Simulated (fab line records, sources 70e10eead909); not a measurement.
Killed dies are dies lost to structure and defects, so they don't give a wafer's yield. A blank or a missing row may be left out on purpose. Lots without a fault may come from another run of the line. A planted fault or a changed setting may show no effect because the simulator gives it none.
fab line records | flow nand_harc
record lots=13 wafers=39 last_day=33
route steps=1302 shown P_BONDPAD@374 A_ONON_D1@428 END@1302
lots that met no fault: from a run of the same line without faults
start_h: hours from the record's first day to the start of the lot's first wafer shown | wait_h: hours since the lot's step before | " the same as in the row above | L1.1+2: a row that stands for several wafers | - no value, or no start given | * or withheld: withheld | < > ~ a bound
route shown NAME@n: a module of which the file shows steps, and the number in the route of the first | usual: mean/standard deviation of fault-free wafers | same: alike in all rows | chamber/n: place in a boat | sites: the reading at each site | _std_site: their standard deviation | _edge_site: outer sites' mean less inner sites' | radius_mm: how far each site lies from the wafer's centre | mask NAME#n: copy n | behind: the tool/chamber that last shaped the wafer | hold: why the lot was held/for how many hours/how that ended | device: the transistor (n, p or np) that didn't switch | end of line: the same wafers' tests at the end of the route | a step without rows: its recipe alone | killed: dies lost to structure and defects at the first sort, not the wafer's yield | map: a wafer's dies, x killed, . not, _ none there
set.NAME: the setting as run; set.NAME@STEP: as run at that earlier step | model.NAME: the simulator's own value behind a step, which no gauge read
steps of the route over a sample of lots; a table a step, a row a wafer
services: from which hour (start_h, from the record's first day; less than 0 if before it) a tool's chamber was out of use, for how many hours, and why
## steps
# step NHARC_P_BONDPAD_DEGAS_25
# recipe temp_c=300 time_s=60
# usual heater_power_w=476/37
# same time_s=60
# columns lot.wafer tool chamber start_h wait_h heater_power_w
L266.1 pvd_sputter-03 - 135.36 - 418
L266.5 " - " " 395
L266.6 " - " " 417
L267.2 pvd_sputter-01 - 150.31 - 456
L267.4 " - " " 493
L267.5 " - " " 455
L271.2 pvd_sputter-01 - 189.48 - 492
L271.3 " - " " 455
L271.1 " - " " 466
L273.3 pvd_sputter-01 - 211.14 - 459
L273.5 " - " " 488
L273.6 " - " " 455
L274.2 pvd_sputter-01 - 223.90 - 487
L274.4 " - " " 464
L274.5 " - " " 478
L276.3 pvd_sputter-01 - 246.09 - 454
L276.5 " - " " 479
L276.6 " - " " 452
L278.2 pvd_sputter-01 - 253.91 - 454
L278.5 " - " " 476
L278.6 " - " " 480
L277.4 pvd_sputter-02 - 254.39 - 496
L277.3 " - " " 557
L277.5 " - " " 523
L280.1 pvd_sputter-01 - 282.31 - 439
L280.3 " - " " 480
L280.6 " - " " 434
L281.4 pvd_sputter-02 - 293.50 - 495
L281.1 " - " " 539
L281.5 " - " " 484
L286.2 pvd_sputter-01 - 332.61 - 482
L286.1 " - " " 459
L286.5 " - " " 479
L287.4 pvd_sputter-02 - 342.61 - 483
L287.2 " - " " 524
L287.5 " - " " 524
L289.3 pvd_sputter-01 - 366.65 - 478
L289.2 " - " " 452
L289.6 " - " " 479
# step NHARC_P_BONDPAD_PVD_27
# recipe target_thk_a=300 chamber_pressure_pa=5 power_w=5000 substrate_temp_c=30 time_s=20.49 material=Cu
# usual throttle_valve_pct=30.3/1.2
# same time_s=20.49
# columns lot.wafer tool chamber start_h wait_h throttle_valve_pct
L266.1 pvd_sputter-03 - - - 29.0
L266.5 " - " " 30.3
L266.6 " - " " 31.3
L267.4 pvd_sputter-01 - - - 29.7
L267.2 " - " " 30.8
L267.5 " - " " 29.7
L271.3 pvd_sputter-01 - - - 29.7
L271.2 " - " " 30.9
L271.1 " - " " 31.6
L273.3 pvd_sputter-01 - - - 30.8
L273.6 " - " " 31.0
L273.5 " - " " 32.1
L274.4 pvd_sputter-01 - - - 30.8
L274.2 " - " " 29.6
L274.5 " - " " 30.6
L276.3 pvd_sputter-01 - - - 30.0
L276.5 " - " " 29.0
L276.6 " - " " 31.4
L278.2 pvd_sputter-01 - - - 31.6
L278.6 " - " " 30.8
L278.5 " - " " 31.5
L277.4 pvd_sputter-02 - - - 31.6
L277.3 " - " " 30.3
L277.5 " - " " 29.7
L280.1 pvd_sputter-01 - - - 29.1
L280.3 " - " " 31.4
L280.6 " - " " 31.0
L281.4 pvd_sputter-02 - - - 30.1
L281.1 " - " " 30.7
L281.5 " - " " 29.9
L286.1 pvd_sputter-01 - - - 30.1
L286.2 " - " " 30.8
L286.5 " - " " 29.9
L287.4 pvd_sputter-02 - - - 29.9
L287.2 " - " " 30.8
L287.5 " - " " 27.4
L289.3 pvd_sputter-01 - - - 30.1
L289.2 " - " " 29.1
L289.6 " - " " 30.1
# step NHARC_A_ONON_D1_DEP_06
# recipe target_thk_a=10000 n2_flow_sccm=2750 n2o_flow_sccm=2000 nh3_flow_sccm=500 sih4_flow_sccm=210 temp_c=400
# usual sih4_flow_sccm=209.9/0.68
# columns lot.wafer tool chamber start_h wait_h sih4_flow_sccm
L266.1 pecvd_onon-03 0 161.66 0.1 210.2
L266.5 " 0 " " 210.2
L266.6 " 0 " " 210.1
L267.2 pecvd_onon-02 0 176.50 0.1 210.1
L267.4 " 0 " " 210.1
L267.5 " 0 " " 210.8
L271.1 pecvd_onon-02 0 218.92 0.1 209.3
L271.2 " 0 " " 209.7
L271.3 " 0 " " 208.9
L273.3 pecvd_onon-01 0 238.01 0.2 210.0
L273.5 " 0 " " 209.7
L273.6 " 0 " " 210.9
L274.2 pecvd_onon-02 0 249.50 0.1 209.7
L274.4 " 0 " " 210.7
L274.5 " 0 " " 209.2
L276.3 pecvd_onon-02 0 272.66 0.2 210.5
L276.5 " 0 " " 210.3
L276.6 " 0 " " 210.5
L278.2 pecvd_onon-02 0 280.11 0.1 210.6
L278.5 " 0 " " 210.1
L278.6 " 0 " " 209.4
L277.3 pecvd_onon-03 0 280.17 0.2 210.6
L277.4 " 0 " " 210.7
L277.5 " 0 " " 210.4
L280.1 pecvd_onon-02 0 310.30 0.1 210.7
L280.3 " 0 " " 210.8
L280.6 " 0 " " 210.1
L281.1 pecvd_onon-02 0 320.65 0.1 210.1
L281.4 " 0 " " 209.7
L281.5 " 0 " " 209.2
L286.1 pecvd_onon-02 0 359.19 0.1 210.3
L286.2 " 0 " " 210.1
L286.5 " 0 " " 210.6
L287.2 pecvd_onon-01 0 368.63 0.2 209.5
L287.4 " 0 " " 209.1
L287.5 " 0 " " 208.3
L289.2 pecvd_onon-02 0 394.06 0.1 210.0
L289.3 " 0 " " 209.7
L289.6 " 0 " " 209.9
# step NHARC_A_ONON_D1_THK_MEAS_08
# recipe thk_meas_gauge=ellipsometry
# usual thk_nm=1002/11
# columns lot.wafer tool chamber start_h wait_h thk_nm
L266.1 film_metro-01 - 162.17 - 999
L266.5 " - " " 1001
L266.6 " - " " 1002
L267.2 film_metro-01 - 176.96 - 985
L267.4 " - " " 983
L267.5 " - " " 984
L271.1 film_metro-02 - 219.43 - 1001
L271.2 " - " " 1002
L271.3 " - " " 1004
L273.3 film_metro-01 - 238.41 - 1000
L273.5 " - " " 1000
L273.6 " - " " 1000
L274.2 film_metro-01 - 249.96 - 1008
L274.4 " - " " 1006
L274.5 " - " " 1009
L276.3 film_metro-01 - 273.05 - 993
L276.5 " - " " 993
L276.6 " - " " 991
L278.2 film_metro-02 - 280.56 - 1001
L278.5 " - " " 1000
L278.6 " - " " 1000
L277.3 film_metro-01 - 280.57 - 1018
L277.4 " - " " 1018
L277.5 " - " " 1017
L280.1 film_metro-01 - 310.82 - 990
L280.3 " - " " 988
L280.6 " - " " 989
L281.1 film_metro-02 - 321.16 - 1006
L281.4 " - " " 1007
L281.5 " - " " 1006
L286.1 film_metro-02 - 359.70 - 1626
L286.2 " - " " 1624
L286.5 " - " " 1625
L287.2 film_metro-01 - 369.08 - 985
L287.4 " - " " 984
L287.5 " - " " 985
L289.2 film_metro-02 - 394.51 - 1646
L289.3 " - " " 1647
L289.6 " - " " 1649
# step NHARC_A_ONON_D1_INSPECT_32
# usual raw_defect_count=76/27
# columns lot.wafer tool chamber start_h wait_h raw_defect_count
L266.1 defect_inspect-02 - 179.19 0.0 52
L266.5 " - " " 97
L266.6 " - " " 69
L267.2 defect_inspect-02 - 190.67 0.0 129
L267.4 " - " " 125
L267.5 " - " " 98
L271.1 defect_inspect-02 - 234.44 0.0 34
L271.2 " - " " 34
L271.3 " - " " 39
L273.3 defect_inspect-01 - 251.22 0.0 93
L273.5 " - " " 113
L273.6 " - " " 94
L274.2 defect_inspect-02 - 261.70 0.0 104
L274.4 " - " " 58
L274.5 " - " " 85
L276.3 defect_inspect-01 - 285.45 0.0 45
L276.5 " - " " 62
L276.6 " - " " 56
L277.3 defect_inspect-01 - 292.52 0.0 48
L277.4 " - " " 40
L277.5 " - " " 40
L278.2 defect_inspect-02 - 292.53 0.0 41
L278.5 " - " " 60
L278.6 " - " " 53
L280.1 defect_inspect-01 - 322.71 0.0 78
L280.3 " - " " 56
L280.6 " - " " 76
L281.1 defect_inspect-01 - 332.88 0.0 45
L281.4 " - " " 52
L281.5 " - " " 66
L286.1 defect_inspect-02 - 372.04 0.0 89
L286.2 " - " " 108
L286.5 " - " " 156
L287.2 defect_inspect-02 - 382.50 0.0 87
L287.4 " - " " 43
L287.5 " - " " 75
L289.2 defect_inspect-01 - 410.21 0.0 56
L289.3 " - " " 48
L289.6 " - " " 78
# step NHARC_END_SORT_01
# recipe temp_c=25
# usual killed_at_array=55/19 killed_at_other=0.8/1.1 killed_at_periphery=4.0/2.6 killed_dies=60/20 killed_open=3.4/1.7 killed_short=2.6/1.5
# same gross_dies=677
# columns lot.wafer tool chamber start_h wait_h killed_at_array killed_at_other killed_at_periphery killed_dies killed_open killed_short
L286.1 prober-01 0 762.22 2.5 675 0 2 677 1 0
L286.2 prober-01 0 763.01 2.8 672 0 5 677 3 2
L286.5 prober-01 0 765.39 3.7 674 0 3 677 6 4
L289.2 prober-02 0 791.75 2.8 675 0 2 677 1 4
L289.3 prober-02 0 792.56 3.1 673 1 3 677 3 2
L289.6 prober-02 0 794.97 4.0 674 0 3 677 4 2
# killed by level:class
L286.1 A_ONON_D1:area_dep=648 A_CHANNEL_HOLE_D1:chamber_film_flake=17 A_SLIT:chamber_film_flake=4 A_STAIRCASE:chamber_film_flake=3 P_M0:chamber_film_flake=2 A_ZERO_WELL:chamber_film_flake=2 A_CHANNEL_FILL_D2:geometric_particle:open=1
L286.2 A_ONON_D1:area_dep=645 A_CHANNEL_HOLE_D1:chamber_film_flake=14 A_SLIT:chamber_film_flake=7 A_STAIRCASE:chamber_film_flake=2 P_GATE:geometric_particle:open=1 P_M0:geometric_particle:short=1 P_M2:geometric_particle:open=1 A_CONTACT:geometric_particle:short=1
L286.5 A_ONON_D1:area_dep=630 A_CHANNEL_HOLE_D1:chamber_film_flake=14 A_STAIRCASE:chamber_film_flake=6 A_SLIT:chamber_film_flake=6 A_CONTACT:chamber_film_flake=4 A_ONON_D1:geometric_particle:short=3 P_M0:chamber_film_flake=2 A_CHANNEL_HOLE_D2:chamber_film_flake=2
L289.2 A_ONON_D1:area_dep=637 A_CHANNEL_HOLE_D1:chamber_film_flake=14 A_SLIT:chamber_film_flake=11 A_CONTACT:chamber_film_flake=5 A_DECK1_JOINT:geometric_particle:short=2 A_WL_FILL:chamber_film_flake=2 P_M0:geometric_particle:short=1 A_CHANNEL_HOLE_D2:geometric_particle:short=1
L289.3 A_ONON_D1:area_dep=642 A_CHANNEL_HOLE_D1:chamber_film_flake=13 A_CONTACT:chamber_film_flake=8 A_SLIT:chamber_film_flake=3 A_ONON_D2:geometric_particle:short=2 P_ZERO_WELL:chamber_film_flake=2 A_DECK1_JOINT:geometric_particle:open=1 A_SGD_CUT:geometric_particle:open=1
L289.6 A_ONON_D1:area_dep=639 A_CHANNEL_HOLE_D1:chamber_film_flake=20 A_SLIT:chamber_film_flake=5 A_CONTACT:chamber_film_flake=5 P_M0:geometric_particle:open=3 A_ONON_D1:geometric_particle:short=1 A_DECK1_JOINT:geometric_particle:short=1 A_CONTACT:geometric_particle:open=1
## services
# columns tool chamber start_h hours kind
pecvd_onon-02 - 130.20 1.2 repair
pecvd_onon-01 - 151.78 4.4 repair
pvd_sputter-01 - 156.94 2.0 repair
pecvd_onon-01 - 167.42 1.8 repair
pecvd_onon-03 - 168.10 8.3 repair
pvd_sputter-03 - 170.03 10.0 pm
pecvd_onon-02 - 185.00 13.0 pm
pvd_sputter-03 - 198.86 4.8 repair
pvd_sputter-01 - 226.00 10.0 pm
pecvd_onon-03 - 227.34 13.0 pm
pecvd_onon-01 - 269.13 13.0 pm
pvd_sputter-02 - 282.00 10.0 pm
pvd_sputter-03 - 290.47 0.6 repair
pvd_sputter-03 - 344.22 1.5 repair
pvd_sputter-03 - 348.03 10.0 pm
pecvd_onon-03 - 361.56 11.3 repair
pecvd_onon-02 - 366.00 13.0 pm
## key
first_sign step=NHARC_A_ONON_D1_THK_MEAS_08 reading=thk_nm direction=up sigmas=60 usual=1002 struck=1636
effect step=NHARC_END_SORT_01 reading=killed_at_array direction=up sigmas=32 usual=55 struck=674
more_kills_born_at NHARC_A_ONON_D1_DEP_06@pecvd_onon-02=3841
met_at NHARC_A_ONON_D1_DEP_06
struck_lots L286,L289
struck_wafers L286.1,L286.2,L286.5,L289.2,L289.3,L289.6
later_rows_left_out L286.1,L286.2,L286.5,L289.2,L289.3,L289.6
tester_left_out L286,L289
not_acting_at NHARC_P_BONDPAD_DEGAS_25,NHARC_P_BONDPAD_PVD_27,NHARC_A_ONON_D1_INSPECT_32
onset_between 320.65 359.19
fault kind=process_parameter_drift tool=pecvd_onon-02 chamber=0 onset_h=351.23 steps=NHARC_A_ONON_D1_DEP_06 channel=target_thk_a offset=* shape=step end_h=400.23 acts_in=* stated=*
# tester_left_out: of these lots the tester's yield and bins aren't shown, on N5 and GAA mostly nor the transistor test; their killed dies are dies lost to structure and defects alone, not to doping, threshold or leakage, so they don't give the yield
# later_rows_left_out: the simulator's readings of these wafers behind a module that went badly wrong aren't trusted and aren't shown, but for the sort
